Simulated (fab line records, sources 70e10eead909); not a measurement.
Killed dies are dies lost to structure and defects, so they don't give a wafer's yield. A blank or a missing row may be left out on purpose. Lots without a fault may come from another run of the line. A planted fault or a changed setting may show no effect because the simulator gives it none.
fab line records | flow nand_harc
record lots=21 wafers=63 last_day=24
route steps=1159 shown A_CONTACT@864
lots that met no fault: from a run of the same line without faults
start_h: hours from the record's first day to the start of the lot's first wafer shown | wait_h: hours since the lot's step before | " the same as in the row above | L1.1+2: a row that stands for several wafers | - no value, or no start given | * or withheld: withheld | < > ~ a bound
route shown NAME@n: a module of which the file shows steps, and the number in the route of the first | usual: mean/standard deviation of fault-free wafers | same: alike in all rows | chamber/n: place in a boat | sites: the reading at each site | _std_site: their standard deviation | _edge_site: outer sites' mean less inner sites' | radius_mm: how far each site lies from the wafer's centre | mask NAME#n: copy n | behind: the tool/chamber that last shaped the wafer | hold: why the lot was held/for how many hours/how that ended | device: the transistor (n, p or np) that didn't switch | end of line: the same wafers' tests at the end of the route | a step without rows: its recipe alone | killed: dies lost to structure and defects at the first sort, not the wafer's yield | map: a wafer's dies, x killed, . not, _ none there
set.NAME: the setting as run; set.NAME@STEP: as run at that earlier step | model.NAME: the simulator's own value behind a step, which no gauge read
steps of the route over a sample of lots; a table a step, a row a wafer
services: from which hour (start_h, from the record's first day; less than 0 if before it) a tool's chamber was out of use, for how many hours, and why
## steps
# step NHARC_A_CONTACT_ETCH_113
# recipe source_w=withheld pressure_mtorr=20 bias_v=3000 time_s=94 target_depth_a=9220 ar_flow_sccm=withheld c4f8_flow_sccm=withheld o2_flow_sccm=withheld chemistry=C4F8/O2/Ar
# columns lot.wafer tool chamber start_h wait_h rf_hours_counter_h
L074.4 har_cap_etch-03 1 377.21 0.1 -
L074.6 " 1 " " -
L074.5 " 0 " " -
L078.2 har_cap_etch-01 0 379.22 0.1 56
L078.5 " 1 " " -
L078.6 " 0 " " -
L075.3 har_cap_etch-02 0 383.39 0.1 -
L075.5 " 1 " " -
L075.6 " 0 " " -
L076.1 har_cap_etch-01 0 389.97 0.1 60
L076.4 " 1 " " -
L076.6 " 0 " " -
L077.1 har_cap_etch-01 1 398.25 0.1 62
L077.3 " 0 " " -
L077.5 " 1 " " -
L079.1 har_cap_etch-03 1 403.65 0.1 86
L079.2 " 0 " " 86
L079.6 " 0 " " -
L081.3 har_cap_etch-02 1 409.14 0.1 -
L081.4 " 0 " " -
L081.6 " 0 " " -
L080.2 har_cap_etch-02 1 416.02 0.1 17
L080.1 " 0 " " 17
L080.3 " 1 " " -
L082.1 har_cap_etch-03 0 423.77 0.1 89
L082.4 " 0 " " -
L082.5 " 1 " " -
L084.1 har_cap_etch-03 1 429.67 0.1 90
L084.4 " 0 " " -
L084.5 " 1 " " -
L083.2 har_cap_etch-02 1 430.03 0.1 19
L083.4 " 0 " " -
L083.5 " 1 " " -
L088.4 har_cap_etch-03 0 458.98 0.1 -
L088.6 " 1 " " -
L088.5 " 0 " " -
L086.1 har_cap_etch-02 0 459.79 0.1 23
L086.2 " 1 " " 23
L086.3 " 1 " " -
L087.4 har_cap_etch-01 1 463.70 0.1 -
L087.5 " 0 " " -
L087.6 " 1 " " -
L085.4 har_cap_etch-01 1 472.31 0.1 -
L085.5 " 0 " " -
L085.6 " 1 " " -
L090.2 har_cap_etch-02 0 474.10 0.1 25
L090.4 " 1 " " -
L090.5 " 0 " " -
L093.1 har_cap_etch-01 0 475.95 0.1 73
L093.2 " 1 " " 73
L093.3 " 1 " " -
L091.2 har_cap_etch-02 0 484.56 0.1 27
L091.4 " 1 " " -
L091.6 " 0 " " -
L095.2 har_cap_etch-03 1 486.58 0.1 99
L095.4 " 0 " " -
L095.6 " 1 " " -
L089.1 har_cap_etch-01 0 492.67 0.1 77
L089.3 " 1 " " -
L089.6 " 1 " " -
L096.2 har_cap_etch-03 1 506.86 0.1 105
L096.3 " 1 " " -
L096.5 " 0 " " -
# step NHARC_A_CONTACT_ETCH_96
# recipe target_depth_a=200 over_etch_frac=0.5 time_s=10 ion_energy_ev=250 c4f6_flow_sccm=25 o2_flow_sccm=20 ar_flow_sccm=500 rf_w=600 bias_w=500 chemistry=C4F6/O2
# usual bias_w=499.8/1.5 drypump_motor_current_A=5.7/0.36 oes_product_au=0.961/0.024 rf_vpp_V=547.9/2.9 showerhead_plenum_p_Torr=3.98/0.13 throttle_valve_pct=26.904/0.0091
# columns lot.wafer tool chamber start_h wait_h bias_w drypump_motor_current_A oes_product_au rf_hours_counter_h rf_vpp_V showerhead_plenum_p_Torr throttle_valve_pct
L074.4 rie_diel-03 3 - - 499.8 6.4 0.952 28 548.6 4.04 26.898
L074.6 " 0 " " 499.5 5.4 0.958 - 543.1 3.71 26.912
L074.5 " 1 " " 502.4 5.6 0.950 - 552.1 4.16 26.915
L078.2 rie_diel-03 3 - - 500.1 6.4 0.954 28 549.6 4.04 26.906
L078.5 " 2 " " 500.6 5.4 0.936 - 549.5 4.05 26.899
L078.6 " 3 " " 499.0 6.4 0.961 - 548.6 4.04 26.899
L075.3 rie_diel-03 2 - - 498.7 5.4 0.923 29 548.9 4.05 26.916
L075.6 " 2 " " 497.7 5.4 0.927 - 550.4 4.05 26.885
L075.5 " 3 " " 498.9 6.4 0.944 - 549.2 4.04 26.906
L076.1 rie_diel-11 2 - - 500.5 6.1 0.943 6 551.0 4.15 26.906
L076.4 " 3 " " 499.3 5.9 0.958 6 547.6 4.00 26.894
L076.6 " 1 " " 499.6 5.6 0.934 - 549.0 3.98 26.908
L077.3 rie_diel-04 3 - - 500.6 6.2 0.949 42 546.5 3.93 26.903
L077.1 " 0 " " 498.9 5.9 0.964 41 548.5 3.98 26.887
L077.5 " 2 " " 500.7 5.7 0.948 - 546.2 3.81 26.898
L079.2 rie_diel-11 0 - - 496.7 5.3 1.007 8 546.6 3.89 26.910
L079.1 " 2 " " 499.8 6.1 1.014 9 551.1 4.15 26.911
L079.6 " 0 " " 499.0 5.3 1.002 - 546.2 3.89 26.900
L081.4 rie_diel-11 2 - - 501.3 6.1 1.009 11 551.5 4.15 26.912
L081.3 " 3 " " 500.8 5.9 1.005 11 548.3 3.99 26.894
L081.6 " 1 " " 501.1 5.5 0.998 - 548.0 3.98 26.918
L080.3 rie_diel-04 1 - - 499.6 5.0 0.945 52 545.4 3.85 26.885
L080.1 " 2 " " 500.1 5.7 0.960 51 544.3 3.80 26.906
L080.2 " 3 " " 499.9 6.2 0.952 50 546.1 3.92 26.911
L082.4 rie_diel-03 1 - - 499.8 5.6 0.923 2 552.7 4.16 26.902
L082.1 " 2 " " 503.4 5.4 0.921 4 549.2 4.05 26.906
L082.5 " 1 " " 499.9 5.6 0.924 - 552.7 4.16 26.904
L084.4 rie_diel-03 3 - - 501.3 6.4 0.960 4 550.2 4.04 26.911
L084.1 " 1 " " 499.1 5.6 0.953 2 551.6 4.16 26.889
L084.5 " 3 " " 498.0 6.4 0.953 - 547.5 4.04 26.877
L083.4 rie_diel-03 1 - - 501.5 5.5 0.996 3 550.6 4.16 26.922
L083.2 " 2 " " 499.3 5.4 0.986 5 550.5 4.05 26.913
L083.5 " 1 " " 502.5 5.5 1.003 - 551.3 4.16 26.899
L088.4 rie_diel-11 1 - - 500.4 5.5 0.935 25 548.2 3.97 26.901
L088.6 " 0 " " 499.3 5.3 0.961 - 544.6 3.88 26.900
L088.5 " 1 " " 499.9 5.6 0.940 - 547.3 3.97 26.911
L086.3 rie_diel-03 2 - - 499.2 5.4 0.992 9 548.9 4.04 26.909
L086.2 " 3 " " 496.8 6.4 1.001 9 548.7 4.04 26.889
L086.1 " 0 " " 500.2 5.4 0.999 9 542.7 3.70 26.890
L087.4 rie_diel-03 1 - - 498.4 5.6 1.001 8 550.4 4.15 26.909
L087.5 " 2 " " 499.8 5.4 0.990 - 549.5 4.04 26.901
L087.6 " 3 " " 499.2 6.4 1.004 - 548.9 4.04 26.903
L085.4 rie_diel-03 3 - - 500.3 6.4 0.972 12 548.5 4.04 26.901
L085.5 " 1 " " 498.7 5.6 0.974 - 551.8 4.15 26.908
L085.6 " 2 " " 500.1 5.4 0.953 - 549.4 4.04 26.899
L090.4 rie_diel-11 0 - - 501.6 5.3 0.971 36 547.8 3.87 26.899
L090.2 " 1 " " 499.2 5.5 0.973 33 546.6 3.97 26.896
L090.5 " 0 " " 501.6 5.3 0.980 - 545.9 3.88 26.902
L093.2 rie_diel-03 2 - - 501.1 5.4 0.939 12 548.8 4.04 26.901
L093.1 " 0 " " 500.7 5.4 0.939 13 541.7 3.70 26.901
L093.3 " 1 " " 500.1 5.6 0.938 11 550.6 4.15 26.897
L091.4 rie_diel-03 0 - - 496.2 5.4 0.967 16 541.4 3.70 26.907
L091.2 " 1 " " 500.7 5.6 1.002 12 551.8 4.15 26.897
L091.6 " 1 " " 501.6 5.6 0.996 - 551.8 4.15 26.902
L095.2 rie_diel-11 1 - - 497.0 5.6 0.958 39 547.5 3.96 26.901
L095.4 " 2 " " 500.0 6.1 0.959 39 552.6 4.13 26.900
L095.6 " 1 " " 498.9 5.6 0.959 - 548.8 3.96 26.917
L089.3 rie_diel-11 0 - - 500.2 5.3 0.954 43 546.6 3.87 26.912
L089.1 " 2 " " 501.5 6.1 0.979 41 551.8 4.13 26.927
L089.6 " 3 " " 498.1 5.9 0.981 - 549.5 3.97 26.906
L096.3 rie_diel-11 1 - - 500.3 5.5 0.955 45 546.9 3.96 26.910
L096.2 " 3 " " 500.3 5.9 0.970 46 548.8 3.97 26.897
L096.5 " 0 " " 498.5 5.3 0.964 - 546.5 3.87 26.906
# step NHARC_A_CONTACT_ETCH_102
# recipe target_depth_a=700 overetch_a=70 time_s=38.5 ion_energy_ev=100 cf4_flow_sccm=80 o2_flow_sccm=20 ar_flow_sccm=0 rf_w=300 bias_w=100 chemistry=CF4/O2
# usual bias_w=100.00/0.28 drypump_motor_current_A=5.7/0.37 oes_ar_750_au=0.999/0.0047 oes_product_au=1.000/0.0082 rf_vpp_V=198.3/1.4 showerhead_plenum_p_Torr=1.35/0.051 throttle_valve_pct=13.397/0.0082
# columns lot.wafer tool chamber start_h wait_h bias_w drypump_motor_current_A oes_ar_750_au oes_product_au rf_hours_counter_h rf_vpp_V showerhead_plenum_p_Torr throttle_valve_pct
L074.4 rie_diel-03 0 379.24 0.1 99.79 5.4 1.000 1.000 27 195.7 1.26 13.396
L074.5 " 2 " " 99.70 5.4 1.002 0.998 - 199.8 1.38 13.397
L074.6 " 3 " " 100.05 6.3 1.002 1.000 - 198.2 1.38 13.391
L078.2 rie_diel-03 1 381.22 0.1 100.13 5.6 0.999 0.995 25 199.0 1.42 13.382
L078.5 " 0 " " 99.95 5.4 0.995 1.000 - 195.5 1.26 13.398
L078.6 " 1 " " 100.01 5.5 1.002 0.996 - 199.5 1.42 13.403
L075.3 rie_diel-03 2 385.40 0.1 100.01 5.4 0.994 0.987 29 198.7 1.38 13.395
L075.5 " 3 " " 100.04 6.3 1.006 0.996 - 197.9 1.38 13.402
L075.6 " 0 " " 100.01 5.4 1.000 0.997 - 196.0 1.26 13.390
L076.1 rie_diel-11 0 391.98 0.0 99.98 5.3 0.989 1.011 5 198.4 1.32 13.386
L076.4 " 3 " " 100.52 5.9 1.006 1.009 6 198.7 1.36 13.390
L076.6 " 0 " " 99.74 5.3 0.996 1.000 - 199.3 1.32 13.400
L077.3 rie_diel-04 2 400.30 0.1 99.59 5.6 0.988 1.016 43 197.1 1.29 13.403
L077.1 " 0 " " 100.11 5.9 1.000 1.022 41 198.2 1.36 13.408
L077.5 " 3 " " 99.95 6.1 1.007 1.015 - 198.2 1.34 13.391
L079.2 rie_diel-04 1 405.68 0.1 99.72 5.0 0.996 0.994 43 198.5 1.31 13.390
L079.1 " 2 " " 100.01 5.6 0.997 1.009 44 196.7 1.29 13.383
L079.6 " 3 " " 99.93 6.2 0.993 0.997 - 198.1 1.34 13.404
L081.4 rie_diel-11 0 411.25 0.1 99.65 5.3 0.997 1.001 10 198.7 1.32 13.399
L081.3 " 1 " " 99.85 5.5 1.002 0.991 11 198.8 1.36 13.405
L081.6 " 3 " " 99.93 5.9 0.991 0.997 - 198.0 1.36 13.404
L080.1 rie_diel-04 1 418.06 0.1 100.22 5.0 1.004 1.002 52 197.1 1.31 13.397
L080.3 " 2 " " 100.28 5.6 0.997 1.006 51 195.9 1.29 13.395
L080.2 " 0 " " 99.60 5.9 1.001 1.020 50 197.4 1.36 13.409
L082.1 rie_diel-04 0 426.71 0.1 99.66 5.9 0.999 1.005 53 198.1 1.35 13.395
L082.4 " 2 " " 100.12 5.6 1.004 0.996 54 197.4 1.29 13.400
L082.5 " 1 " " 99.98 5.0 0.990 0.999 - 195.4 1.31 13.395
L084.1 rie_diel-03 1 431.80 0.1 99.70 5.6 1.000 1.003 3 199.7 1.42 13.402
L084.4 " 0 " " 100.28 5.4 0.997 0.999 4 196.5 1.26 13.395
L084.5 " 2 " " 99.54 5.4 0.997 0.997 - 198.9 1.38 13.404
L083.4 rie_diel-03 2 432.71 0.1 99.88 5.4 1.012 0.987 5 199.0 1.38 13.400
L083.2 " 3 " " 100.24 6.3 1.002 0.995 5 197.1 1.38 13.399
L083.5 " 1 " " 100.12 5.5 0.999 0.994 - 199.4 1.42 13.374
L088.4 rie_diel-03 2 461.00 0.1 99.63 5.4 0.998 0.989 9 198.2 1.38 13.396
L088.5 " 1 " " 100.18 5.5 1.005 0.996 - 198.9 1.42 13.400
L088.6 " 2 " " 99.62 5.4 1.000 0.983 - 199.8 1.38 13.401
L086.2 rie_diel-03 2 461.85 0.1 99.95 5.4 1.006 0.983 9 200.3 1.38 13.410
L086.3 " 3 " " 100.60 6.4 1.000 0.994 9 199.0 1.38 13.395
L086.1 " 0 " " 99.85 5.4 1.001 0.998 9 195.7 1.25 13.402
L087.4 rie_diel-11 3 465.84 0.1 100.37 5.9 1.007 1.002 30 198.6 1.36 13.394
L087.6 " 1 " " 100.59 5.5 1.000 1.003 - 198.4 1.35 13.407
L087.5 " 2 " " 100.01 6.1 0.998 1.012 - 199.4 1.41 13.398
L085.4 rie_diel-03 0 475.40 0.4 100.20 5.4 0.996 0.987 13 195.4 1.25 13.395
L085.6 " 0 " " 100.75 5.4 1.000 0.996 - 196.2 1.25 13.394
L085.5 " 1 " " 100.07 5.6 0.996 1.002 - 199.7 1.42 13.403
L090.2 rie_diel-04 3 476.22 0.0 99.58 6.2 1.002 1.005 0 197.0 1.33 13.403
L090.4 " 2 " " 100.08 5.6 1.006 0.991 0 195.8 1.29 13.391
L090.5 " 0 " " 99.70 6.0 1.004 1.011 - 199.2 1.35 13.402
L093.3 rie_diel-03 1 477.97 0.0 99.68 5.5 0.992 0.989 11 198.3 1.42 13.380
L093.2 " 2 " " 99.76 5.4 1.000 0.987 12 199.9 1.38 13.399
L093.1 " 3 " " 99.64 6.3 1.003 0.991 13 199.5 1.38 13.402
L091.2 rie_diel-03 3 486.86 0.1 99.91 6.3 1.002 0.998 15 198.6 1.38 13.390
L091.4 " 0 " " 100.14 5.4 0.999 1.001 16 196.1 1.25 13.410
L091.6 " 2 " " 100.47 5.4 0.997 0.992 - 199.6 1.38 13.403
L095.4 rie_diel-11 2 488.60 0.1 99.95 6.1 0.998 1.007 39 200.0 1.41 13.399
L095.2 " 3 " " 99.85 5.9 1.004 1.013 40 199.0 1.35 13.392
L095.6 " 1 " " 100.08 5.6 1.004 1.005 - 198.1 1.35 13.393
L089.1 rie_diel-04 3 494.73 0.1 100.02 6.2 1.007 1.006 9 199.0 1.33 13.401
L089.3 " 1 " " 99.68 5.0 0.996 1.005 7 197.8 1.30 13.404
L089.6 " 0 " " 100.05 5.9 1.004 1.001 - 196.4 1.35 13.383
L096.3 rie_diel-03 2 508.99 0.1 100.08 5.4 0.996 0.986 19 200.8 1.38 13.401
L096.2 " 3 " " 100.42 6.3 1.010 0.992 20 198.0 1.37 13.408
L096.5 " 0 " " 99.70 5.4 1.000 0.991 - 196.4 1.25 13.384
# step NHARC_A_CONTACT_ETCH_129
# recipe source_w=withheld pressure_mtorr=20 bias_v=1200 time_s=155 target_depth_a=9560 ar_flow_sccm=withheld c4f8_flow_sccm=withheld o2_flow_sccm=withheld chemistry=C4F8/O2/Ar
# columns lot.wafer tool chamber start_h wait_h rf_hours_counter_h
L074.4 har_cap_etch-03 0 386.64 0.1 -
L074.5 " 1 " " -
L074.6 " 0 " " -
L078.2 har_cap_etch-01 0 387.35 0.1 59
L078.5 " 0 " " -
L078.6 " 1 " " -
L075.3 har_cap_etch-02 1 390.79 0.1 -
L075.6 " 0 " " -
L075.5 " 1 " " -
L076.1 har_cap_etch-03 1 397.55 0.1 85
L076.4 " 0 " " -
L076.6 " 0 " " -
L077.1 har_cap_etch-01 1 405.67 0.1 63
L077.3 " 1 " " -
L077.5 " 0 " " -
L079.2 har_cap_etch-03 0 410.75 0.1 87
L079.1 " 1 " " 87
L079.6 " 0 " " -
L081.4 har_cap_etch-01 0 418.82 0.1 -
L081.3 " 1 " " -
L081.6 " 1 " " -
L080.2 har_cap_etch-02 0 424.18 0.1 18
L080.1 " 1 " " 18
L080.3 " 0 " " -
L082.1 har_cap_etch-03 1 435.29 0.1 92
L082.4 " 0 " " -
L082.5 " 0 " " -
L084.1 har_cap_etch-02 1 437.76 0.1 21
L084.4 " 0 " " -
L084.5 " 1 " " -
L083.2 har_cap_etch-01 0 438.53 0.1 68
L083.4 " 1 " " -
L083.5 " 0 " " -
L088.4 har_cap_etch-03 1 466.28 0.1 -
L088.5 " 1 " " -
L088.6 " 0 " " -
L086.1 har_cap_etch-02 0 466.96 0.1 24
L086.2 " 1 " " 24
L086.3 " 0 " " -
L087.4 har_cap_etch-03 0 473.13 0.1 -
L087.6 " 0 " " -
L087.5 " 1 " " -
L085.4 har_cap_etch-03 0 480.63 0.1 -
L085.6 " 0 " " -
L085.5 " 1 " " -
L090.2 har_cap_etch-01 1 483.93 0.1 74
L090.4 " 0 " " -
L090.5 " 0 " " -
L093.2 har_cap_etch-01 0 487.46 0.1 76
L093.1 " 1 " " 76
L093.3 " 1 " " -
L091.2 har_cap_etch-03 1 496.62 0.1 102
L091.4 " 1 " " -
L091.6 " 1 " " -
L095.2 har_cap_etch-01 1 497.99 0.1 78
L095.4 " 1 " " -
L095.6 " 1 " " -
L089.1 har_cap_etch-01 1 505.14 0.1 81
L089.3 " 0 " " -
L089.6 " 0 " " -
L096.2 har_cap_etch-03 0 515.17 0.1 107
L096.3 " 1 " " -
L096.5 " 0 " " -
# step NHARC_A_CONTACT_ETCH_88
# recipe target_depth_a=390 over_etch_frac=0.3 time_s=65 ion_energy_ev=80 cf4_flow_sccm=150 ar_flow_sccm=0 rf_w=300 bias_w=100 chemistry=CF4
# usual bias_w=100.0/0.3 drypump_motor_current_A=5.7/0.39 oes_product_au=1.001/0.0084 rf_vpp_V=151.4/1.1 showerhead_plenum_p_Torr=1.78/0.06 throttle_valve_pct=13.283/0.0094
# columns lot.wafer tool chamber start_h wait_h bias_w drypump_motor_current_A oes_product_au rf_hours_counter_h rf_vpp_V showerhead_plenum_p_Torr throttle_valve_pct
L074.4 rie_diel-03 0 391.07 0.1 99.8 5.4 0.995 29 149.1 1.67 13.273
L074.6 " 2 " " 100.0 5.3 0.984 - 151.9 1.83 13.291
L074.5 " 3 " " 100.3 6.3 0.999 - 152.6 1.82 13.277
L078.2 rie_diel-04 2 393.42 0.1 100.4 5.6 1.007 41 151.8 1.72 13.295
L078.5 " 2 " " 100.4 5.6 0.993 - 150.9 1.72 13.287
L078.6 " 3 " " 100.1 6.1 1.003 - 151.6 1.77 13.284
L075.3 rie_diel-11 0 395.28 0.1 99.7 5.3 1.000 5 150.2 1.75 13.286
L075.5 " 0 " " 99.8 5.3 1.014 - 150.5 1.76 13.297
L075.6 " 1 " " 99.8 5.6 0.995 - 152.7 1.80 13.256
L076.4 rie_diel-04 1 402.01 0.1 100.0 5.0 1.002 42 151.6 1.74 13.289
L076.1 " 2 " " 100.2 5.6 1.007 43 150.3 1.72 13.290
L076.6 " 0 " " 100.3 5.9 1.017 - 150.5 1.80 13.275
L077.3 rie_diel-04 2 410.76 0.1 100.0 5.7 1.008 46 150.6 1.71 13.286
L077.1 " 1 " " 100.0 5.0 1.002 46 151.0 1.74 13.289
L077.5 " 3 " " 99.5 6.2 1.018 - 151.1 1.77 13.281
L079.2 rie_diel-03 0 415.86 0.1 100.1 5.4 1.001 2 150.0 1.67 13.274
L079.1 " 2 " " 100.2 5.4 0.988 2 151.0 1.83 13.288
L079.6 " 0 " " 99.7 5.4 0.986 - 149.7 1.67 13.303
L081.4 rie_diel-04 1 423.41 0.1 99.9 5.0 0.998 54 150.6 1.73 13.278
L081.3 " 3 " " 99.4 6.2 1.013 51 150.6 1.77 13.285
L081.6 " 0 " " 99.8 6.0 1.017 - 149.7 1.79 13.284
L080.2 rie_diel-03 3 431.76 0.1 99.8 6.3 0.999 4 152.7 1.82 13.292
L080.3 " 1 " " 99.6 5.6 1.001 3 153.0 1.88 13.298
L080.1 " 2 " " 100.1 5.4 1.001 5 152.3 1.83 13.277
L082.1 rie_diel-03 3 441.00 0.1 100.3 6.3 1.004 7 152.5 1.82 13.277
L082.4 " 0 " " 99.4 5.4 0.999 7 149.2 1.67 13.279
L082.5 " 0 " " 99.7 5.4 0.995 - 149.9 1.67 13.282
L084.4 rie_diel-03 2 442.30 0.1 99.8 5.4 0.992 8 153.1 1.82 13.281
L084.1 " 0 " " 99.5 5.4 0.992 8 148.7 1.67 13.290
L084.5 " 2 " " 99.9 5.3 0.990 - 153.2 1.82 13.282
L083.4 rie_diel-04 0 443.57 0.1 100.4 6.0 1.002 60 152.4 1.79 13.290
L083.2 " 1 " " 100.1 5.0 0.999 62 152.2 1.73 13.271
L083.5 " 2 " " 99.9 5.6 1.011 - 150.6 1.71 13.259
L088.4 rie_diel-11 1 471.88 0.1 99.8 5.6 0.991 30 152.9 1.79 13.271
L088.6 " 0 " " 99.4 5.3 1.010 - 151.4 1.75 13.281
L088.5 " 1 " " 99.9 5.5 1.008 - 151.8 1.79 13.284
L086.1 rie_diel-11 3 472.49 0.5 99.7 5.9 1.011 33 154.0 1.79 13.285
L086.2 " 1 " " 99.5 5.5 1.015 31 152.8 1.79 13.284
L086.3 " 2 " " 100.1 6.0 1.014 32 151.8 1.87 13.295
L087.4 rie_diel-11 0 478.15 0.1 99.7 5.3 0.994 37 150.2 1.75 13.286
L087.6 " 3 " " 100.1 5.9 1.007 - 151.5 1.79 13.285
L087.5 " 0 " " 99.9 5.3 1.003 - 151.4 1.75 13.281
L085.4 rie_diel-04 1 488.64 0.1 100.3 5.0 1.008 5 150.9 1.73 13.277
L085.5 " 0 " " 100.0 6.0 1.016 - 151.1 1.79 13.263
L085.6 " 1 " " 100.2 5.0 1.006 - 151.8 1.73 13.269
L090.4 rie_diel-11 0 492.23 0.1 100.2 5.3 1.004 42 150.9 1.74 13.284
L090.2 " 2 " " 99.8 6.1 1.004 40 152.4 1.86 13.277
L090.5 " 0 " " 100.0 5.3 1.001 - 150.1 1.74 13.279
L093.2 rie_diel-11 0 497.44 0.1 100.2 5.3 0.995 45 151.0 1.74 13.300
L093.3 " 1 " " 99.8 5.5 0.998 42 151.8 1.79 13.284
L093.1 " 2 " " 100.0 6.0 1.008 42 153.1 1.86 13.283
L091.2 rie_diel-03 1 503.19 0.1 99.8 5.5 0.997 14 151.3 1.87 13.307
L091.4 " 3 " " 100.0 6.4 1.002 18 151.5 1.82 13.279
L091.6 " 2 " " 100.4 5.4 0.984 - 152.9 1.82 13.282
L095.2 rie_diel-03 1 505.29 0.1 100.0 5.6 1.008 15 150.9 1.87 13.281
L095.4 " 3 " " 99.9 6.4 0.997 18 150.0 1.82 13.297
L095.6 " 2 " " 99.8 5.4 0.989 - 152.4 1.82 13.276
L089.1 rie_diel-03 0 512.43 0.1 100.1 5.4 0.997 21 150.5 1.66 13.295
L089.3 " 2 " " 99.9 5.4 0.991 19 151.8 1.82 13.276
L089.6 " 3 " " 100.1 6.3 0.995 - 150.0 1.82 13.288
L096.2 rie_diel-03 2 520.77 0.1 100.4 5.4 0.996 21 153.1 1.82 13.276
L096.3 " 1 " " 99.7 5.5 1.004 19 152.4 1.87 13.289
L096.5 " 2 " " 100.2 5.4 0.989 - 152.6 1.82 13.286
# step NHARC_A_CONTACT_STRIP_26
# recipe o2_flow_sccm=500 ar_flow_sccm=0 bias_w=0 chemistry=O2
# usual drypump_motor_current_A=5.7/0.37 oes_product_au=1.001/0.0088 rf_vpp_V=57.8/0.84 showerhead_plenum_p_Torr=3.58/0.12 throttle_valve_pct=17.036/0.0097
# same bias_w=0
# columns lot.wafer tool chamber start_h wait_h drypump_motor_current_A oes_product_au rf_hours_counter_h rf_vpp_V showerhead_plenum_p_Torr throttle_valve_pct
L074.4 rie_diel-11 1 - - 5.5 0.996 5 58.1 3.58 17.036
L074.6 " 3 " " 5.9 0.998 - 59.3 3.59 17.044
L074.5 " 0 " " 5.3 0.993 - 56.6 3.50 17.052
L078.2 rie_diel-04 0 - - 5.9 1.016 40 58.0 3.59 17.034
L078.6 " 1 " " 5.0 1.009 - 58.0 3.47 17.021
L078.5 " 2 " " 5.7 0.999 - 56.6 3.42 17.020
L075.3 rie_diel-11 2 - - 6.0 0.999 8 60.2 3.74 17.037
L075.5 " 0 " " 5.3 0.999 - 57.5 3.50 17.040
L075.6 " 1 " " 5.6 0.998 - 59.0 3.58 17.034
L076.4 rie_diel-11 2 - - 6.1 1.005 8 56.6 3.74 17.024
L076.1 " 3 " " 5.9 0.999 9 59.0 3.59 17.023
L076.6 " 3 " " 5.9 1.000 - 58.5 3.59 17.022
L077.3 rie_diel-11 2 - - 6.1 1.014 15 57.1 3.73 17.034
L077.1 " 0 " " 5.3 1.004 14 57.2 3.50 17.053
L077.5 " 3 " " 5.9 1.006 - 59.3 3.59 17.030
L079.1 rie_diel-03 2 - - 5.4 0.996 3 57.9 3.64 17.052
L079.2 " 0 " " 5.4 1.009 3 58.8 3.33 17.043
L079.6 " 3 " " 6.4 1.007 - 58.9 3.64 17.024
L081.4 rie_diel-04 2 - - 5.7 1.003 54 55.2 3.42 17.028
L081.3 " 3 " " 6.2 1.002 53 58.4 3.53 17.031
L081.6 " 2 " " 5.7 1.002 - 56.3 3.42 17.030
L080.1 rie_diel-11 1 - - 5.5 1.000 21 58.4 3.58 17.036
L080.3 " 2 " " 6.1 1.015 20 57.0 3.73 17.047
L080.2 " 3 " " 5.9 1.002 22 57.9 3.59 17.035
L082.1 rie_diel-11 3 - - 5.9 1.002 25 57.4 3.58 17.047
L082.5 " 3 " " 5.9 1.008 - 58.6 3.58 17.048
L082.4 " 0 " " 5.3 1.001 - 57.6 3.49 17.035
L084.1 rie_diel-11 2 - - 6.1 1.018 24 58.5 3.73 17.032
L084.4 " 2 " " 6.1 1.007 - 58.2 3.73 17.036
L084.5 " 0 " " 5.3 1.007 - 57.4 3.49 17.019
L083.4 rie_diel-03 0 - - 5.4 0.992 8 57.9 3.32 17.043
L083.2 " 1 " " 5.5 0.999 6 59.6 3.74 17.030
L083.5 " 3 " " 6.4 0.991 - 57.9 3.63 17.038
L088.4 rie_diel-03 3 - - 6.3 0.992 13 58.0 3.63 17.031
L088.5 " 0 " " 5.4 0.995 - 58.4 3.32 17.048
L088.6 " 1 " " 5.6 1.008 - 58.6 3.74 17.045
L086.3 rie_diel-11 3 - - 5.9 1.005 36 57.2 3.58 17.033
L086.2 " 0 " " 5.3 0.998 37 57.5 3.48 17.035
L086.1 " 1 " " 5.5 1.010 35 57.0 3.57 17.034
L087.4 rie_diel-03 3 - - 6.4 0.982 13 57.5 3.63 17.035
L087.6 " 1 " " 5.6 0.993 - 58.9 3.74 17.033
L087.5 " 2 " " 5.4 0.974 - 56.5 3.64 17.041
L085.4 rie_diel-03 1 - - 5.6 1.011 13 58.6 3.74 17.045
L085.5 " 2 " " 5.4 1.010 - 58.3 3.63 17.040
L085.6 " 3 " " 6.4 1.016 - 57.9 3.63 17.025
L090.2 rie_diel-03 3 - - 6.4 0.999 16 58.1 3.63 17.038
L090.4 " 0 " " 5.4 1.006 17 57.8 3.32 17.025
L090.5 " 2 " " 5.4 0.989 - 58.8 3.63 17.047
L093.1 rie_diel-03 3 - - 6.4 0.993 17 58.8 3.63 17.036
L093.2 " 0 " " 5.4 0.997 18 57.9 3.32 17.030
L093.3 " 2 " " 5.4 0.993 16 58.1 3.63 17.031
L091.4 rie_diel-11 2 - - 6.0 1.008 43 58.9 3.72 17.055
L091.2 " 0 " " 5.3 1.006 46 58.1 3.48 17.049
L091.6 " 2 " " 6.1 1.006 - 58.4 3.72 17.046
L095.4 rie_diel-04 2 - - 5.6 0.996 13 58.1 3.40 17.042
L095.2 " 0 " " 5.9 0.999 14 57.8 3.56 17.041
L095.6 " 2 " " 5.7 1.003 - 56.9 3.40 17.058
L089.1 rie_diel-11 2 - - 6.0 1.005 46 57.8 3.72 17.023
L089.3 " 1 " " 5.5 1.007 47 57.4 3.56 17.035
L089.6 " 2 " " 6.1 1.008 - 58.3 3.71 17.034
L096.2 rie_diel-03 0 - - 5.4 0.989 24 56.7 3.32 17.034
L096.3 " 2 " " 5.4 0.979 22 57.2 3.63 17.024
L096.5 " 3 " " 6.4 0.990 - 58.5 3.63 17.037
## services
# columns tool chamber start_h hours kind
har_cap_etch-02 - 354.05 0.3 repair
rie_diel-03 0 371.55 - clean
rie_diel-03 1 371.55 - clean
rie_diel-03 2 371.55 - clean
rie_diel-03 3 371.55 - clean
rie_diel-03 1 392.33 9.0 vent_cycle
rie_diel-03 2 392.33 9.0 vent_cycle
rie_diel-03 3 392.33 9.0 vent_cycle
rie_diel-11 2 399.95 2.8 repair
rie_diel-03 0 401.33 - clean
rie_diel-03 1 401.33 - clean
rie_diel-03 2 401.33 - clean
rie_diel-03 3 401.33 - clean
rie_diel-03 1 413.39 7.9 repair
rie_diel-03 0 425.85 - clean
rie_diel-03 1 425.85 - clean
rie_diel-03 2 425.85 - clean
rie_diel-03 3 425.85 - clean
har_cap_etch-01 - 427.59 2.5 repair
rie_diel-11 1 442.47 8.3 repair
rie_diel-03 0 450.35 - clean
rie_diel-03 1 450.35 - clean
rie_diel-04 - 466.06 9.0 pm
rie_diel-04 - 491.98 0.2 repair
## key
fault none
